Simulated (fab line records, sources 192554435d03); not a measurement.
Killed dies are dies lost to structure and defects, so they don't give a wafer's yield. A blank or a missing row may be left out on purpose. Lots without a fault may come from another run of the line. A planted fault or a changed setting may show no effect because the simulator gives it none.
Chamber matching | flow n5_finfet | N5_BEOL_M9_ILD_DEP_00 on pecvd-01: 3 sister chambers
The step deposits SiCOH lowk from DEMS/porogen, target thk 308.51 nm, time 58 s. 24 wafers are shown with their chamber, then 12 later ones without.

WAFERS WITH THEIR CHAMBER
wafer  | chamber | throttle_valve_pct (%) | showerhead_plenum_p_Torr (Torr) | heater_power_outer_w (W)
L075.1 | 1       | 16.4                   | 5.715                           | 137
L075.3 | 0       | 13.6                   | 5.736                           | 135
L075.4 | 1       | 16.1                   | 5.733                           | 146
L079.1 | 1       | 16.4                   | 5.724                           | 159
L079.3 | 2       | 14.1                   | 5.759                           | 161
L079.4 | 2       | 13.8                   | 5.767                           | 170
L077.1 | 0       | 13.4                   | 5.718                           | 110
L077.3 | 1       | 16.1                   | 5.713                           | 180
L077.6 | 0       | 13.5                   | 5.718                           | 115
L081.1 | 2       | 13.8                   | 5.761                           | 141
L081.4 | 0       | 13.6                   | 5.721                           | 111
L081.5 | 2       | 14.0                   | 5.753                           | 141
L083.1 | 1       | 16.1                   | 5.715                           | 174
L083.5 | 0       | 13.7                   | 5.724                           | 141
L083.6 | 2       | 13.9                   | 5.761                           | 166
L085.3 | 2       | 14.4                   | 5.763                           | 141
L085.5 | 1       | 16.3                   | 5.709                           | 173
L085.6 | 0       | 13.4                   | 5.709                           | 110
L087.2 | 2       | 14.1                   | 5.771                           | 162
L087.3 | 1       | 16.4                   | 5.710                           | 178
L087.5 | 2       | 14.1                   | 5.758                           | 164
L086.1 | 0       | 13.7                   | 5.726                           | 120
L086.3 | 2       | 14.0                   | 5.752                           | 123
L086.4 | 1       | 16.2                   | 5.730                           | 191

SIGNATURES (means of the wafers above)
reading                  | chamber 0 | chamber 1 | chamber 2 | scatter within a chamber
throttle_valve_pct       | 13.557    | 16.250    | 14.022    | 0.156
showerhead_plenum_p_Torr | 5.72171   | 5.71863   | 5.76056   | 0.00788
heater_power_outer_w     | 120.29    | 167.25    | 152.11    | 16
Rule: a wafer's distance from a chamber is the root of the sum, over the readings, of the square of ((its reading less the chamber's mean) divided by the reading's scatter). The wafer belongs to the nearest chamber; if the next one is less than 2 further off, it can't be placed. The scatter: the root of (the sum of the squares of (reading less its chamber's mean) over the shown wafers, divided by (wafers less chambers)).

WAFERS WITHOUT THEIR CHAMBER
wafer  | throttle_valve_pct (%) | showerhead_plenum_p_Torr (Torr) | heater_power_outer_w (W)
L089.1 | 13.8                   | 5.717                           | 110
L089.5 | 16.5                   | 5.729                           | 173
L089.6 | 13.5                   | 5.708                           | 116
L088.1 | 13.8                   | 5.753                           | 162
L088.4 | 14.3                   | 5.748                           | 167
L088.5 | 13.7                   | 5.719                           | 140
L092.3 | 13.5                   | 5.727                           | 107
L092.4 | 16.1                   | 5.710                           | 140
L092.6 | 16.2                   | 5.710                           | 144
L097.1 | 13.3                   | 5.723                           | 104
L097.2 | 16.1                   | 5.719                           | 164
L097.3 | 14.4                   | 5.757                           | 165

WHICH CHAMBER EACH WENT THROUGH
wafer  | from the rows above | in truth
L089.1 | 0                   | 0
L089.5 | 1                   | 1
L089.6 | 0                   | 0
L088.1 | 2                   | 2
L088.4 | 2                   | 2
L088.5 | 0                   | 0
L092.3 | 0                   | 0
L092.4 | 1                   | 1
L092.6 | 1                   | 1
L097.1 | 0                   | 0
L097.2 | 1                   | 1
L097.3 | 2                   | 2
Placed correctly: 12 of 12. Can't be placed from these rows: 0. Placed wrongly: 0.
